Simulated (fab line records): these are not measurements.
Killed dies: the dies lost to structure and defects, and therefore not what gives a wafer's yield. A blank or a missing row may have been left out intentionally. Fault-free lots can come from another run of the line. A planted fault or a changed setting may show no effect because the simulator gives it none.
Chamber matching + flow n5_finfet + 4 sister chambers for N5_MOL_CONTACT_COAG_ALD_133 on ald_sin-03
The step deposits SiO2, target thk 5 nm, pulse time 1 s, co reactant pulse time 1 s. 16 wafers are shown with their chamber, then 8 later ones without.

## WAFERS, EACH WITH ITS CHAMBER
| wafer  | chamber | heater_power_w (W) | heater_power_outer_w (W) | precursor_pulse_height_rel |
|--------|---------|--------------------|--------------------------|----------------------------|
| L074.3 | 0       | 74                 | 40                       | 0.995                      |
| L074.4 | 2       | 79                 | 39                       | 1.019                      |
| L074.6 | 2       | 77                 | 39                       | 0.970                      |
| L075.1 | 2       | 79                 | 39                       | 0.991                      |
| L075.3 | 1       | 85                 | 43                       | 0.991                      |
| L075.5 | 0       | 74                 | 39                       | 0.988                      |
| L076.3 | 0       | 75                 | 39                       | 0.991                      |
| L076.5 | 1       | 83                 | 42                       | 1.000                      |
| L076.6 | 2       | 79                 | 39                       | 1.006                      |
| L084.1 | 3       | 91                 | 47                       | 0.999                      |
| L084.4 | 2       | 79                 | 40                       | 1.040                      |
| L084.6 | 0       | 75                 | 41                       | 1.010                      |
| L087.1 | 0       | 72                 | 40                       | 0.973                      |
| L087.4 | 2       | 78                 | 39                       | 1.018                      |
| L087.5 | 1       | 83                 | 42                       | 1.006                      |
| L089.3 | 2       | 80                 | 40                       | 0.968                      |

SIGNATURES, as means of the wafers listed above
| reading                    | chamber 0 | chamber 1 | chamber 2 | chamber 3 | scatter within a chamber |
|----------------------------|-----------|-----------|-----------|-----------|--------------------------|
| heater_power_w             | 74.00     | 83.67     | 78.71     | 91.00     | 1.08                     |
| heater_power_outer_w       | 39.80     | 42.33     | 39.29     | 47.00     | 0.639                    |
| precursor_pulse_height_rel | 0.99140   | 0.99900   | 1.00171   | 0.99900   | 0.0207                   |
Rule: a wafer's distance from a chamber is the root of the sum, over the readings, of the square of ((its reading less the chamber's mean) divided by the reading's scatter). The wafer belongs to the nearest chamber; if the next one is less than 2 further off, it can't be placed. The scatter: take each reading less its chamber's mean, square it, sum over the shown wafers, divide by the number of wafers less the number of chambers, and take the root.

## WAFERS WITH NO CHAMBER GIVEN
| wafer  | heater_power_w (W) | heater_power_outer_w (W) | precursor_pulse_height_rel |
|--------|--------------------|--------------------------|----------------------------|
| L089.4 | 74                 | 40                       | 1.029                      |
| L089.6 | 75                 | 40                       | 0.983                      |
| L094.3 | 79                 | 40                       | 0.987                      |
| L094.4 | 74                 | 40                       | 1.002                      |
| L094.5 | 78                 | 40                       | 1.023                      |
| L096.2 | 78                 | 40                       | 1.007                      |
| L096.4 | 91                 | 49                       | 1.035                      |
| L096.6 | 89                 | 48                       | 0.986                      |

## WHICH CHAMBER EACH WENT THROUGH
| wafer  | from the rows above | in truth |
|--------|---------------------|----------|
| L089.4 | 0                   | 0        |
| L089.6 | 0                   | 0        |
| L094.3 | 2                   | 2        |
| L094.4 | 0                   | 0        |
| L094.5 | 2                   | 2        |
| L096.2 | 2                   | 2        |
| L096.4 | 3                   | 3        |
| L096.6 | 3                   | 3        |
Correct placement for 8 of the 8. Not placeable from these rows: 0. Wrongly placed: 0.
